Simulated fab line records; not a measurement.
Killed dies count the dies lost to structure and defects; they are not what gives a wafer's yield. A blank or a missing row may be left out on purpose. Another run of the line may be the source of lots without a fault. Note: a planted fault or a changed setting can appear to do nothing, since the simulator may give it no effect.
Which tool was responsible? | flow n5-finfet | 24 lots with 72 wafers sampled at 5 steps, on a route of 1938 steps

WHAT THE GAUGES SHOWED, per wafer
N5_BEOL_M7_CD_MEAS_11 targets a cd of 38.5 nm. Usual: cd-nm at 38.5 nm, with a standard deviation of 0.79.
lot  | measured     | on        | cd-nm (nm)     | flag
L075 | day 10 11:14 | cd-sem-02 | 38.0 37.3 38.2 |
L074 | day 10 11:16 | cd-sem-01 | 38.5 39.1 38.4 |
L078 | day 10 16:00 | cd-sem-02 | 38.1 38.7 38.8 |
L077 | day 10 20:28 | cd-sem-02 | 37.8 38.4 38.0 |
L076 | day 11 03:53 | cd-sem-03 | 38.3 37.1 38.1 |
L080 | day 11 08:25 | cd-sem-01 | 37.6 37.2 37.6 |
L079 | day 11 09:17 | cd-sem-03 | 38.1 37.8 37.6 |
L081 | day 11 20:40 | cd-sem-03 | 38.8 38.8 39.2 |
L082 | day 12 02:35 | cd-sem-02 | 38.1 37.5 37.6 |
L083 | day 12 10:30 | cd-sem-01 | 39.5 39.7 39.4 |
L085 | day 12 14:38 | cd-sem-02 | 37.6 37.9 38.4 |
L086 | day 12 19:31 | cd-sem-03 | 37.5 37.1 37.7 |
L084 | day 12 20:49 | cd-sem-03 | 39.8 40.0 39.6 |
L087 | day 13 08:40 | cd-sem-03 | 38.9 38.4 39.0 |
L088 | day 13 18:34 | cd-sem-03 | 39.3 39.0 38.6 |
L089 | day 14 05:59 | cd-sem-01 | 38.6 38.5 38.6 |
L090 | day 14 09:07 | cd-sem-03 | 38.8 38.9 39.0 |
L091 | day 14 09:25 | cd-sem-02 | 38.0 37.5 38.5 |
L093 | day 14 09:54 | cd-sem-02 | 37.7 38.4 37.8 |
L092 | day 14 14:18 | cd-sem-02 | 38.2 39.0 38.7 |
L094 | day 15 20:16 | cd-sem-02 | 39.1 40.0 39.6 |
L096 | day 15 21:07 | cd-sem-01 | 38.3 38.6 37.8 |
L095 | day 15 23:48 | cd-sem-03 | 38.9 39.6 39.3 |
L097 | day 16 02:12 | cd-sem-01 | 37.8 37.2 37.3 |

N5_BEOL_M7_OCD_MEAS_38. Usual: trench-depth-nm at 93.1 nm, with a standard deviation of 1.6.
lot  | measured     | on     | trench-depth-nm (nm) | flag
L075 | day 10 12:53 | ocd-01 | 95.0 93.8 93.5       |
L074 | day 10 12:51 | ocd-02 | 90.8 92.2 89.4       |
L078 | day 10 20:47 | ocd-01 | 96.3 91.4 90.8       |
L077 | day 10 22:08 | ocd-01 | 96.0 91.7 92.9       |
L076 | day 11 07:35 | ocd-01 | 93.3 94.6 93.0       |
L080 | day 11 12:07 | ocd-01 | 93.4 90.5 92.2       |
L079 | day 11 11:57 | ocd-01 | 92.9 93.8 95.4       |
L081 | day 11 22:16 | ocd-01 | 92.5 93.3 89.8       |
L082 | day 12 06:34 | ocd-01 | 92.7 93.5 92.2       |
L083 | day 12 13:27 | ocd-01 | 94.5 95.0 92.8       |
L085 | day 12 16:11 | ocd-02 | 91.3 93.5 93.2       |
L086 | day 12 22:02 | ocd-01 | 90.9 90.7 93.0       |
L084 | day 13 01:35 | ocd-01 | 91.6 92.8 93.4       |
L087 | day 13 11:21 | ocd-02 | 96.2 91.7 95.4       |
L088 | day 13 23:26 | ocd-01 | 92.9 95.0 93.6       |
L089 | day 14 09:11 | ocd-02 | 96.1 94.3 95.3       |
L090 | day 14 10:46 | ocd-01 | 91.3 92.7 95.1       |
L091 | day 14 11:07 | ocd-01 | 93.1 92.3 92.8       |
L093 | day 14 11:32 | ocd-01 | 94.5 94.3 93.5       |
L092 | day 14 18:13 | ocd-01 | 93.4 92.9 93.5       |
L094 | day 15 22:29 | ocd-02 | 96.5 91.0 95.7       |
L096 | day 16 00:17 | ocd-02 | 91.3 89.2 95.8       |
L095 | day 16 01:37 | ocd-01 | 96.2 93.4 96.1       |
L097 | day 16 04:49 | ocd-02 | 95.7 92.3 94.9       |

TOOL THAT RAN EACH LOT (tool first, then ch and the chambers of the sampled wafers, then the start)
lot  | N5_BEOL_M7_DESCUM_16               | N5_BEOL_M7_ETCH_62                 | N5_BEOL_M7_STRIP_19
L075 | rie-diel-03 ch 1,2, day 10 11:19   | rie-diel-03 ch 1,2, day 10 11:25   | rie-diel-01 ch 0,1,2, day 10 11:42
L074 | rie-diel-06 ch 1,3, day 10 11:22   | rie-diel-06 ch 1,3, day 10 11:28   | rie-diel-01 ch 2,3, day 10 11:45
L078 | rie-diel-03 ch 0,1,2, day 10 16:13 | rie-diel-03 ch 0,1,2, day 10 16:19 | rie-diel-06 ch 1,2,3, day 10 16:43
L077 | rie-diel-03 ch 1,2,3, day 10 20:38 | rie-diel-03 ch 1,2,3, day 10 20:43 | rie-diel-03 ch 0,1,3, day 10 21:01
L076 | rie-diel-06 ch 0,1,2, day 11 03:59 | rie-diel-06 ch 0,1,2, day 11 04:05 | rie-diel-06 ch 1,2,3, day 11 04:23
L080 | rie-diel-01 ch 0,3, day 11 08:30   | rie-diel-01 ch 0,3, day 11 08:35   | rie-diel-06 ch 1,2,3, day 11 08:59
L079 | rie-diel-01 ch 0,2,3, day 11 09:34 | rie-diel-01 ch 0,2,3, day 11 09:39 | rie-diel-01 ch 0,2,3, day 11 09:57
L081 | rie-diel-06 ch 0,1,2, day 11 20:45 | rie-diel-06 ch 0,1,2, day 11 20:50 | rie-diel-03 ch 0,1, day 11 21:09
L082 | rie-diel-06 ch 0,1, day 12 02:44   | rie-diel-06 ch 0,1, day 12 02:50   | rie-diel-03 ch 2,3, day 12 03:08
L083 | rie-diel-01 ch 0,1,2, day 12 10:47 | rie-diel-01 ch 0,1,2, day 12 10:52 | rie-diel-01 ch 0,1,3, day 12 11:10
L085 | rie-diel-06 ch 1,2,3, day 12 14:43 | rie-diel-06 ch 1,2,3, day 12 14:49 | rie-diel-01 ch 0,1,3, day 12 15:12
L086 | rie-diel-01 ch 1,2, day 12 19:44   | rie-diel-01 ch 1,2, day 12 19:49   | rie-diel-06 ch 0,1, day 12 20:16
L084 | rie-diel-01 ch 1,2,3, day 12 22:07 | rie-diel-01 ch 1,2,3, day 12 22:13 | rie-diel-06 ch 0,1,2, day 12 22:40
L087 | rie-diel-01 ch 2,3, day 13 09:08   | rie-diel-01 ch 2,3, day 13 09:14   | rie-diel-06 ch 0,2,3, day 13 09:34
L088 | rie-diel-01 ch 0,1,3, day 13 18:39 | rie-diel-01 ch 0,1,3, day 13 18:45 | rie-diel-06 ch 0,1,2, day 13 19:02
L089 | rie-diel-01 ch 0,2,3, day 14 06:04 | rie-diel-01 ch 0,2,3, day 14 06:10 | rie-diel-01 ch 1,2, day 14 06:28
L090 | rie-diel-01 ch 0,1,3, day 14 09:20 | rie-diel-01 ch 0,1,3, day 14 09:25 | rie-diel-01 ch 0,3, day 14 09:44
L091 | rie-diel-03 ch 0,1,2, day 14 09:37 | rie-diel-03 ch 0,1,2, day 14 09:43 | rie-diel-06 ch 1,2,3, day 14 10:02
L093 | rie-diel-03 ch 1,2, day 14 09:59   | rie-diel-03 ch 1,2, day 14 10:04   | rie-diel-01 ch 1,2, day 14 10:25
L092 | rie-diel-01 ch 0,1, day 14 14:44   | rie-diel-01 ch 0,1, day 14 14:50   | rie-diel-06 ch 0,3, day 14 15:10
L094 | rie-diel-06 ch 0,1,2, day 15 20:21 | rie-diel-06 ch 0,1,2, day 15 20:26 | rie-diel-01 ch 0,3, day 15 21:05
L096 | rie-diel-06 ch 0,1, day 15 21:13   | rie-diel-06 ch 0,1, day 15 21:18   | rie-diel-01 ch 1,3, day 15 21:47
L095 | rie-diel-03 ch 0,1, day 16 00:00   | rie-diel-03 ch 0,1, day 16 00:05   | rie-diel-03 ch 0,2, day 16 00:23
L097 | rie-diel-01 ch 1,3, day 16 02:17   | rie-diel-01 ch 1,3, day 16 02:23   | rie-diel-03 ch 0,1,3, day 16 02:40
- N5_BEOL_M7_DESCUM_16: chemistry O2, time 7.9 s.
- N5_BEOL_M7_ETCH_62: etches SOC in N2/H2, target depth 110 nm, overetch 22 nm, time 165 s.
- N5_BEOL_M7_STRIP_19: strips in O2.

AS READ BY THE TOOLS THEMSELVES (means over the sampled wafers that have a number; for cases with no such wafer, the mark the record gives instead)
N5_BEOL_M7_DESCUM_16. Usual: drypump-motor-current-A 5.7 A, standard deviation 0.51; oes-product-au 0.77 a.u., standard deviation 0.07; rf-vpp-V 243.1 V, standard deviation 1.4; showerhead-plenum-p-Torr 2.09 Torr, standard deviation 0.067; throttle-valve-pct 20.47 %, standard deviation 0.26.
lot  | tool        | drypump-motor-current-A (A) | oes-product-au (a.u.) | rf-vpp-V (V) | showerhead-plenum-p-Torr (Torr) | throttle-valve-pct (%) | flag
L075 | rie-diel-03 | 5.0                         | 0.81                  | 242.8        | 2.06                            | 20.66                  |
L074 | rie-diel-06 | 5.4                         | 0.84                  | 243.3        | 2.13                            | 20.50                  |
L078 | rie-diel-03 | 5.2                         | 0.83                  | 242.9        | 2.09                            | 20.52                  |
L077 | rie-diel-03 | 4.9                         | 0.78                  | 242.8        | 2.06                            | 20.60                  |
L076 | rie-diel-06 | 5.9                         | 0.83                  | 243.8        | 2.14                            | 20.20                  |
L080 | rie-diel-01 | 6.2                         | 0.79                  | 242.6        | 2.06                            | 20.37                  |
L079 | rie-diel-01 | 6.1                         | 0.76                  | 243.8        | 2.11                            | 20.52                  |
L081 | rie-diel-06 | 5.9                         | 0.84                  | 243.9        | 2.13                            | 20.20                  |
L082 | rie-diel-06 | 5.7                         | 0.88                  | 244.2        | 2.13                            | 20.29                  |
L083 | rie-diel-01 | 5.9                         | 0.71                  | 243.2        | 2.10                            | 20.70                  |
L085 | rie-diel-06 | 5.7                         | 0.78                  | 243.8        | 2.13                            | 20.43                  |
L086 | rie-diel-01 | 5.9                         | 0.73                  | 243.5        | 2.13                            | 20.62                  |
L084 | rie-diel-01 | 6.0                         | 0.76                  | 242.9        | 2.08                            | 20.48                  |
L087 | rie-diel-01 | 6.1                         | 0.80                  | 242.8        | 2.09                            | 20.32                  |
L088 | rie-diel-01 | 6.0                         | 0.73                  | 241.7        | 2.04                            | 20.57                  |
L089 | rie-diel-01 | 6.1                         | 0.75                  | 243.3        | 2.11                            | 20.54                  |
L090 | rie-diel-01 | 6.0                         | 0.72                  | 242.7        | 2.04                            | 20.58                  |
L091 | rie-diel-03 | 5.2                         | 0.80                  | 242.6        | 2.08                            | 20.55                  |
L093 | rie-diel-03 | 5.0                         | 0.77                  | 241.5        | 2.05                            | 20.69                  |
L092 | rie-diel-01 | 5.9                         | 0.67                  | 242.3        | 2.02                            | 20.76                  |
L094 | rie-diel-06 | 5.9                         | 0.80                  | 244.1        | 2.12                            | 20.24                  |
L096 | rie-diel-06 | 5.7                         | 0.83                  | 242.9        | 2.12                            | 20.34                  |
L095 | rie-diel-03 | 5.3                         | 0.81                  | 243.3        | 2.08                            | 20.48                  |
L097 | rie-diel-01 | 5.9                         | 0.71                  | 241.1        | 2.00                            | 20.55                  |

N5_BEOL_M7_ETCH_62. Usual: drypump-motor-current-A 5.7 A, standard deviation 0.51; oes-product-au 0.66 a.u., standard deviation 0.056; rf-vpp-V 523.7 V, standard deviation 2.5; showerhead-plenum-p-Torr 2.54 Torr, standard deviation 0.082; throttle-valve-pct 17.83 %, standard deviation 0.25.
lot  | tool        | drypump-motor-current-A (A) | oes-product-au (a.u.) | rf-vpp-V (V) | showerhead-plenum-p-Torr (Torr) | throttle-valve-pct (%) | flag
L075 | rie-diel-03 | 5.0                         | 0.67                  | 522.4        | 2.50                            | 18.01                  |
L074 | rie-diel-06 | 5.5                         | 0.72                  | 523.8        | 2.58                            | 17.87                  |
L078 | rie-diel-03 | 5.2                         | 0.69                  | 523.7        | 2.54                            | 17.89                  |
L077 | rie-diel-03 | 4.9                         | 0.66                  | 522.6        | 2.49                            | 17.98                  |
L076 | rie-diel-06 | 5.9                         | 0.72                  | 526.2        | 2.61                            | 17.72                  |
L080 | rie-diel-01 | 6.2                         | 0.67                  | 523.4        | 2.48                            | 17.60                  |
L079 | rie-diel-01 | 6.1                         | 0.66                  | 524.0        | 2.55                            | 17.73                  |
L081 | rie-diel-06 | 5.9                         | 0.70                  | 525.7        | 2.61                            | 17.72                  |
L082 | rie-diel-06 | 5.6                         | 0.75                  | 525.3        | 2.59                            | 17.78                  |
L083 | rie-diel-01 | 5.9                         | 0.62                  | 523.4        | 2.53                            | 17.97                  |
L085 | rie-diel-06 | 5.7                         | 0.66                  | 524.1        | 2.58                            | 17.85                  |
L086 | rie-diel-01 | 5.9                         | 0.63                  | 525.0        | 2.57                            | 17.88                  |
L084 | rie-diel-01 | 6.0                         | 0.64                  | 522.6        | 2.51                            | 17.75                  |
L087 | rie-diel-01 | 6.2                         | 0.68                  | 523.5        | 2.52                            | 17.54                  |
L088 | rie-diel-01 | 6.0                         | 0.62                  | 522.3        | 2.46                            | 17.85                  |
L089 | rie-diel-01 | 6.1                         | 0.64                  | 524.1        | 2.54                            | 17.77                  |
L090 | rie-diel-01 | 6.0                         | 0.62                  | 521.6        | 2.46                            | 17.87                  |
L091 | rie-diel-03 | 5.2                         | 0.68                  | 523.9        | 2.54                            | 17.92                  |
L093 | rie-diel-03 | 5.0                         | 0.66                  | 522.6        | 2.49                            | 18.04                  |
L092 | rie-diel-01 | 5.9                         | 0.58                  | 520.7        | 2.45                            | 18.09                  |
L094 | rie-diel-06 | 5.9                         | 0.68                  | 525.0        | 2.59                            | 17.79                  |
L096 | rie-diel-06 | 5.7                         | 0.71                  | 524.5        | 2.58                            | 17.83                  |
L095 | rie-diel-03 | 5.3                         | 0.70                  | 524.6        | 2.54                            | 17.88                  |
L097 | rie-diel-01 | 5.9                         | 0.62                  | 520.7        | 2.42                            | 17.89                  |

N5_BEOL_M7_STRIP_19. Usual: drypump-motor-current-A 5.8 A, standard deviation 0.51; oes-product-au 0.77 a.u., standard deviation 0.067; rf-vpp-V 3.6 V, standard deviation 0.62; showerhead-plenum-p-Torr 2.10 Torr, standard deviation 0.064; throttle-valve-pct 16.69 %, standard deviation 0.25.
lot  | tool        | drypump-motor-current-A (A) | oes-product-au (a.u.) | rf-vpp-V (V) | showerhead-plenum-p-Torr (Torr) | throttle-valve-pct (%) | flag
L075 | rie-diel-01 | 5.9                         | 0.72                  | 4.3          | 2.11                            | 16.91                  |
L074 | rie-diel-01 | 6.1                         | 0.82                  | 3.4          | 2.10                            | 16.53                  |
L078 | rie-diel-06 | 5.7                         | 0.80                  | 3.4          | 2.14                            | 16.66                  |
L077 | rie-diel-03 | 5.0                         | 0.82                  | 3.0          | 2.06                            | 16.74                  |
L076 | rie-diel-06 | 5.7                         | 0.79                  | 3.4          | 2.14                            | 16.68                  |
L080 | rie-diel-06 | 5.7                         | 0.79                  | 3.3          | 2.14                            | 16.67                  |
L079 | rie-diel-01 | 6.0                         | 0.76                  | 4.2          | 2.12                            | 16.75                  |
L081 | rie-diel-03 | 5.3                         | 0.85                  | 4.1          | 2.09                            | 16.67                  |
L082 | rie-diel-03 | 4.9                         | 0.76                  | 3.7          | 2.09                            | 16.75                  |
L083 | rie-diel-01 | 6.0                         | 0.74                  | 3.3          | 2.05                            | 16.78                  |
L085 | rie-diel-01 | 6.0                         | 0.74                  | 3.3          | 2.05                            | 16.78                  |
L086 | rie-diel-06 | 5.7                         | 0.86                  | 3.7          | 2.13                            | 16.55                  |
L084 | rie-diel-06 | 5.9                         | 0.83                  | 3.3          | 2.14                            | 16.48                  |
L087 | rie-diel-06 | 6.2                         | 0.77                  | 3.5          | 2.12                            | 16.49                  |
L088 | rie-diel-06 | 5.9                         | 0.81                  | 3.7          | 2.13                            | 16.51                  |
L089 | rie-diel-01 | 5.9                         | 0.72                  | 3.5          | 2.13                            | 16.89                  |
L090 | rie-diel-01 | 6.2                         | 0.77                  | 4.3          | 2.06                            | 16.64                  |
L091 | rie-diel-06 | 5.7                         | 0.76                  | 3.9          | 2.13                            | 16.72                  |
L093 | rie-diel-01 | 5.8                         | 0.70                  | 3.7          | 2.06                            | 16.93                  |
L092 | rie-diel-06 | 6.4                         | 0.81                  | 3.3          | 2.11                            | 16.34                  |
L094 | rie-diel-01 | 6.2                         | 0.76                  | 3.7          | 2.06                            | 16.66                  |
L096 | rie-diel-01 | 6.0                         | 0.72                  | 3.5          | 2.01                            | 16.80                  |
L095 | rie-diel-03 | 5.2                         | 0.78                  | 4.2          | 2.12                            | 16.71                  |
L097 | rie-diel-03 | 5.1                         | 0.78                  | 4.1          | 2.05                            | 16.78                  |

THE ANSWER, worked out from the rows above alone
Rule: take the mean of a lot's wafers that have a number; if it is more than 3 standard deviations from the usual mean, the lot is off. Also off: a lot with no number at a reading for which 4 or more lots have one. Any other lot the step has rows for is counted as sound. After the gauges, taken in route order, come the tools' own readings; for these a lot's mean is taken, as printed above. At the first step where some lot is off, the reading lying furthest off is the one used; lots without a number count as furthest.
Across all readings shown, no lot is off: no conclusion can be drawn from this.

WHAT HAD BEEN PUT IN BY THE SIMULATOR
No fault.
